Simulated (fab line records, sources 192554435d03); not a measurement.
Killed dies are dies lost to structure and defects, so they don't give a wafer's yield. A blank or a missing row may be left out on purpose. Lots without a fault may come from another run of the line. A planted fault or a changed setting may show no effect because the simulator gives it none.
Chamber matching | flow n5_finfet | N5_BEOL_M10_DESCUM_33 on rie_diel-01: 4 sister chambers
The step chemistry O2, time 7.9 s. 27 wafers are shown with their chamber, then 12 later ones without.

WAFERS WITH THEIR CHAMBER
wafer  | chamber | showerhead_plenum_p_Torr (Torr) | drypump_motor_current_A (A) | throttle_valve_pct (%)
L074.1 | 0       | 2.21                            | 5.2                         | 20.44
L074.3 | 1       | 2.03                            | 5.4                         | 20.60
L074.4 | 1       | 2.03                            | 5.3                         | 20.59
L075.1 | 3       | 2.03                            | 6.2                         | 19.84
L075.4 | 3       | 2.03                            | 6.2                         | 19.82
L075.6 | 0       | 2.20                            | 5.2                         | 20.43
L077.3 | 2       | 2.05                            | 5.6                         | 20.38
L077.5 | 3       | 2.03                            | 6.1                         | 19.83
L077.6 | 2       | 2.05                            | 5.6                         | 20.34
L081.1 | 2       | 2.04                            | 5.6                         | 20.40
L081.2 | 1       | 2.02                            | 5.3                         | 20.24
L081.6 | 1       | 2.02                            | 5.3                         | 20.22
L082.1 | 2       | 2.04                            | 5.6                         | 20.38
L082.3 | 1       | 2.02                            | 5.3                         | 20.22
L082.4 | 0       | 2.20                            | 5.2                         | 20.47
L086.3 | 3       | 2.02                            | 6.1                         | 19.85
L086.4 | 1       | 2.02                            | 5.4                         | 20.23
L086.6 | 1       | 2.02                            | 5.4                         | 20.23
L088.2 | 3       | 2.02                            | 6.1                         | 19.87
L088.4 | 2       | 2.04                            | 5.6                         | 20.40
L088.6 | 0       | 2.19                            | 5.2                         | 20.48
L087.2 | 1       | 2.02                            | 5.4                         | 20.23
L087.4 | 3       | 2.02                            | 6.1                         | 19.86
L087.6 | 2       | 2.04                            | 5.5                         | 20.39
L090.2 | 3       | 2.02                            | 6.1                         | 19.88
L090.3 | 0       | 2.19                            | 5.2                         | 20.49
L090.5 | 0       | 2.19                            | 5.2                         | 20.48

SIGNATURES (means of the wafers above)
reading                  | chamber 0 | chamber 1 | chamber 2 | chamber 3 | scatter within a chamber
showerhead_plenum_p_Torr | 2.1967    | 2.0225    | 2.0433    | 2.0243    | 0.00585
drypump_motor_current_A  | 5.200     | 5.350     | 5.583     | 6.129     | 0.043
throttle_valve_pct       | 20.4650   | 20.3200   | 20.3817   | 19.8500   | 0.0956
Rule: a wafer's distance from a chamber is the root of the sum, over the readings, of the square of ((its reading less the chamber's mean) divided by the reading's scatter). The wafer belongs to the nearest chamber; if the next one is less than 2 further off, it can't be placed. The scatter: the root of (the sum of the squares of (reading less its chamber's mean) over the shown wafers, divided by (wafers less chambers)).

WAFERS WITHOUT THEIR CHAMBER
wafer  | showerhead_plenum_p_Torr (Torr) | drypump_motor_current_A (A) | throttle_valve_pct (%)
L089.1 | 2.03                            | 5.6                         | 20.41
L089.3 | 2.19                            | 5.2                         | 20.48
L089.6 | 2.04                            | 5.6                         | 20.42
L091.3 | 2.02                            | 6.1                         | 19.88
L091.4 | 2.19                            | 5.2                         | 20.49
L091.6 | 2.02                            | 6.1                         | 19.87
L095.1 | 2.03                            | 5.6                         | 20.43
L095.2 | 2.19                            | 5.2                         | 20.51
L095.3 | 2.01                            | 6.1                         | 19.89
L096.3 | 2.03                            | 5.6                         | 20.43
L096.5 | 2.19                            | 5.2                         | 20.51
L096.6 | 2.01                            | 5.3                         | 20.27

WHICH CHAMBER EACH WENT THROUGH
wafer  | from the rows above | in truth
L089.1 | 2                   | 2
L089.3 | 0                   | 0
L089.6 | 2                   | 2
L091.3 | 3                   | 3
L091.4 | 0                   | 0
L091.6 | 3                   | 3
L095.1 | 2                   | 2
L095.2 | 0                   | 0
L095.3 | 3                   | 3
L096.3 | 2                   | 2
L096.5 | 0                   | 0
L096.6 | 1                   | 1
Placed correctly: 12 of 12. Can't be placed from these rows: 0. Placed wrongly: 0.
